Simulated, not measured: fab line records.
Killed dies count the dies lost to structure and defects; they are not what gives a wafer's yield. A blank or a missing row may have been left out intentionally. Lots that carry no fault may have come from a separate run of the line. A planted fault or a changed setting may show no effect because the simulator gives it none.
Matching of chambers :: flow nand_harc :: NHARC_A_STAIRCASE_TRIM_187 on rie_diel-13: 4 sister chambers
The step chemistry O2, time 211.2 s. 14 wafers are shown with their chamber, then 7 later ones without.

## WAFERS PAIRED WITH THEIR CHAMBERS
wafer: L076.2
chamber: 0
drypump_motor_current_A (A): 5.4
showerhead_plenum_p_Torr (Torr): 3.41
oes_product_au (a.u.): 1.002

wafer: L076.3
chamber: 3
drypump_motor_current_A (A): 5.4
showerhead_plenum_p_Torr (Torr): 3.30
oes_product_au (a.u.): 0.994

wafer: L076.4
chamber: 1
drypump_motor_current_A (A): 6.5
showerhead_plenum_p_Torr (Torr): 3.30
oes_product_au (a.u.): 1.000

wafer: L085.2
chamber: 2
drypump_motor_current_A (A): 6.3
showerhead_plenum_p_Torr (Torr): 3.44
oes_product_au (a.u.): 1.004

wafer: L085.4
chamber: 3
drypump_motor_current_A (A): 5.4
showerhead_plenum_p_Torr (Torr): 3.28
oes_product_au (a.u.): 0.996

wafer: L085.6
chamber: 2
drypump_motor_current_A (A): 6.3
showerhead_plenum_p_Torr (Torr): 3.44
oes_product_au (a.u.): 1.010

wafer: L084.1
chamber: 2
drypump_motor_current_A (A): 6.3
showerhead_plenum_p_Torr (Torr): 3.44
oes_product_au (a.u.): 1.006

wafer: L084.5
chamber: 3
drypump_motor_current_A (A): 5.4
showerhead_plenum_p_Torr (Torr): 3.28
oes_product_au (a.u.): 0.999

wafer: L084.6
chamber: 0
drypump_motor_current_A (A): 5.4
showerhead_plenum_p_Torr (Torr): 3.40
oes_product_au (a.u.): 1.008

wafer: L087.3
chamber: 0
drypump_motor_current_A (A): 5.4
showerhead_plenum_p_Torr (Torr): 3.40
oes_product_au (a.u.): 1.002

wafer: L087.4
chamber: 2
drypump_motor_current_A (A): 6.3
showerhead_plenum_p_Torr (Torr): 3.44
oes_product_au (a.u.): 1.008

wafer: L087.5
chamber: 1
drypump_motor_current_A (A): 6.4
showerhead_plenum_p_Torr (Torr): 3.29
oes_product_au (a.u.): 1.012

wafer: L092.2
chamber: 1
drypump_motor_current_A (A): 6.4
showerhead_plenum_p_Torr (Torr): 3.28
oes_product_au (a.u.): 1.004

wafer: L092.3
chamber: 3
drypump_motor_current_A (A): 5.3
showerhead_plenum_p_Torr (Torr): 3.28
oes_product_au (a.u.): 0.999

SIGNATURES (means of the wafers above)
reading: drypump_motor_current_A
chamber 0: 5.400
chamber 1: 6.433
chamber 2: 6.300
chamber 3: 5.375
scatter within a chamber: 0.0376

reading: showerhead_plenum_p_Torr
chamber 0: 3.4033
chamber 1: 3.2900
chamber 2: 3.4400
chamber 3: 3.2850
scatter within a chamber: 0.00753

reading: oes_product_au
chamber 0: 1.00400
chamber 1: 1.00533
chamber 2: 1.00700
chamber 3: 0.99700
scatter within a chamber: 0.0037
Rule: for each reading, subtract the chamber's mean from the wafer's reading, divide by that reading's scatter and square the result; add these up over the readings and take the root, which gives the wafer's distance from the chamber. The wafer belongs to the nearest chamber; if the next one is less than 2 further off, it can't be placed. The scatter is the square root of a quotient: the sum, over the shown wafers, of each reading's squared deviation from its chamber's mean, divided by wafers minus chambers.

## WAFERS WHOSE CHAMBER IS MISSING
wafer: L092.4
drypump_motor_current_A (A): 5.4
showerhead_plenum_p_Torr (Torr): 3.40
oes_product_au (a.u.): 0.999

wafer: L094.1
drypump_motor_current_A (A): 5.4
showerhead_plenum_p_Torr (Torr): 3.39
oes_product_au (a.u.): 0.992

wafer: L094.2
drypump_motor_current_A (A): 5.4
showerhead_plenum_p_Torr (Torr): 3.28
oes_product_au (a.u.): 0.997

wafer: L094.6
drypump_motor_current_A (A): 6.5
showerhead_plenum_p_Torr (Torr): 3.28
oes_product_au (a.u.): 1.002

wafer: L097.3
drypump_motor_current_A (A): 6.3
showerhead_plenum_p_Torr (Torr): 3.43
oes_product_au (a.u.): 1.007

wafer: L097.4
drypump_motor_current_A (A): 5.4
showerhead_plenum_p_Torr (Torr): 3.27
oes_product_au (a.u.): 0.995

wafer: L097.6
drypump_motor_current_A (A): 5.4
showerhead_plenum_p_Torr (Torr): 3.39
oes_product_au (a.u.): 1.002

## EACH ONE'S CHAMBER
wafer: L092.4
from the rows above: 0
in truth: 0

wafer: L094.1
from the rows above: 0
in truth: 0

wafer: L094.2
from the rows above: 3
in truth: 3

wafer: L094.6
from the rows above: 1
in truth: 1

wafer: L097.3
from the rows above: 2
in truth: 2

wafer: L097.4
from the rows above: 3
in truth: 3

wafer: L097.6
from the rows above: 0
in truth: 0
Correct placement for 7 of the 7. Number that these rows cannot place: 0. Placed wrongly: 0.
